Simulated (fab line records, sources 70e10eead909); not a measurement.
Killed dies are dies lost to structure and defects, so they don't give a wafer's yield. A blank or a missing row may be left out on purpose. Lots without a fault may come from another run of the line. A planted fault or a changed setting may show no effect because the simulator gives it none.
Problem report in the 8D (eight disciplines) form, filled by code | flow nand_harc | the parts of the form that need people (team, actions taken, sign-off) are left out

1. THE PROBLEM
thk_nm at NHARC_THIN_TSV_THK_MEAS_02 reads a mean of 2 nm on 1 wafer of 1 lot; wafers without a fault read 3016 nm with a standard deviation of 210. That is -14 standard deviations from the usual mean.
The step: measures by ir.
First seen on wafer L900.1, day 23 05:48, on film_metro-01. The record holds 28 wafers of 10 lots with a number at this step. Rule for "out", or "out of limits": more than 4 standard deviations from the usual mean. The other wafers with a number count as sound.

2. WHAT IT IS AND WHAT IT IS NOT
question                    | is                     | is not
which readings at this step | thk_nm                 | -
which lots                  | L900                   | L883, L884, L885, L886, L887, L888, L889, L892, L896
which wafers of those lots  | all that have a number | -
read on which gauges        | film_metro-01          | film_metro-02
when                        | from day 23 05:48      | up to then (27 sound wafers)

3. SUSPECTS, AND WHAT RULES EACH OUT
Counting: a tool at a process step up to the reading stays a suspect if it ran every lot that is out and no sound lot after the first of them.
- the gauge at NHARC_THIN_TSV_THK_MEAS_02: kept. All the wafers that are out were read on film_metro-01, and no step on other tools shows them out.
- rie_diel-10 at NHARC_A_BONDPAD_ETCH_34 (etches the open film in N2/H2, target depth 60 nm, overetch 18 nm, time 65.91 s): kept. It ran the lot that is out, L900 (day 22 16:11), and no sound lot after that.
- rie_diel-03 at NHARC_HYBRID_BOND_ACTIVATE_00 (chemistry N2, time 60 s): kept. It ran the lot that is out, L900 (day 22 19:08), and no sound lot after that; its last sound lot up to then is L889 (day 19 04:50).
- grinder-01 at NHARC_THIN_TSV_GRIND_00: kept. It ran the lot that is out, L900 (day 23 04:19), and no sound lot after that; its last sound lot up to then is L896 (day 21 19:16).
Left after counting: rie_diel-10 at NHARC_A_BONDPAD_ETCH_34, rie_diel-03 at NHARC_HYBRID_BOND_ACTIVATE_00, grinder-01 at NHARC_THIN_TSV_GRIND_00, film_metro-01 at NHARC_THIN_TSV_THK_MEAS_02.

4. THE CAUSE (what the simulator had put in)
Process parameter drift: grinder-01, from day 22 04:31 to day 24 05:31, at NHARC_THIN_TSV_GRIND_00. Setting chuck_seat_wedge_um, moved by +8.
Counting left 4 suspects, and this tool is among them.

5. THE CHAIN OF EFFECTS, in route order
Each row: a reading whose mean over the struck wafers that have a number lies more than 3 standard deviations from the usual. Only readings for which the record gives a usual standard deviation are gone through. hours: the time from each lot's start at the first step in this table that gives one to its start at this step, as a median over the lots. sigmas: the change in usual standard deviations.
hours | step                       | reading | usual   | on struck wafers | change | sigmas
0     | NHARC_THIN_TSV_THK_MEAS_02 | thk_nm  | 3016 nm | 2                | -3014  | -14

6. WHAT WOULD HAVE CAUGHT IT SOONER
In this record the first reading out of limits at a measuring or inspecting step was taken at day 23 05:48, 25 hours after the fault began at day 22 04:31.
Of the tool readings at NHARC_THIN_TSV_GRIND_00 for which the record gives a usual standard deviation, none was out on any struck wafer, so an alarm limit of 4 standard deviations on them would not have fired.
All the lots that are out (1) had begun NHARC_THIN_TSV_GRIND_00 on grinder-01 by day 23 05:48. A hold on the tool at that time would have spared none of them.
